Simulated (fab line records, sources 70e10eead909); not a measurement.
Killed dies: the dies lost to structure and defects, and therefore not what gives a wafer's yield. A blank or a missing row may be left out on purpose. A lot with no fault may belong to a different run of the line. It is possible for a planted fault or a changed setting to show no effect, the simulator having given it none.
Chamber matching -- flow nand harc -- 4 sister chambers for NHARC_A_CHANNEL_FILL_D1_ETCHBACK_19 on rie si-02
The step etches the open film in HBr/Cl2, target depth 5 nm, time 1.7 s. 8 wafers are shown with their chamber, then 10 later ones without.

EACH WAFER AND ITS CHAMBER
wafer,chamber,drypump motor current A (A),oes product au (a.u.)
L574.3,0,5.5,1.013
L577.2,3,5.1,0.998
L584.5,1,6.2,0.993
L587.2,3,5.1,1.011
L587.4,0,5.5,1.007
L587.5,2,5.2,0.993
L588.1,2,5.2,1.010
L588.4,1,6.1,0.994

WAFERS MISSING THEIR CHAMBER
wafer,drypump motor current A (A),oes product au (a.u.)
L588.5,6.1,0.993
L589.1,5.1,1.005
L589.3,6.1,0.997
L589.5,6.2,0.996
L592.2,6.2,1.001
L592.3,5.5,1.001
L592.4,5.1,1.009
L594.1,5.5,1.004
L594.3,5.1,1.014
L594.6,5.2,1.000

EACH ONE'S CHAMBER
wafer,from the rows above,in truth
L588.5,1,1
L589.1,3,3
L589.3,1,1
L589.5,1,1
L592.2,1,1
L592.3,0,0
L592.4,3,3
L594.1,0,0
L594.3,3,3
L594.6,2,2
10 of 10 placed correctly. Left unplaced by these rows: 0. Number placed wrongly: 0.
How it was worked out, from the rows above alone: a wafer's distance from a chamber is the root of the sum, over the readings, of the square of ((its reading less the chamber's mean) divided by the reading's scatter). If the next closest chamber is less than 2 further off than the closest, the wafer can't be placed; otherwise it belongs to the closest. Each chamber's mean is taken over the wafers shown for it. The scatter: the root of (the sum of the squares of (reading less its chamber's mean) over the shown wafers, divided by (wafers less chambers)).
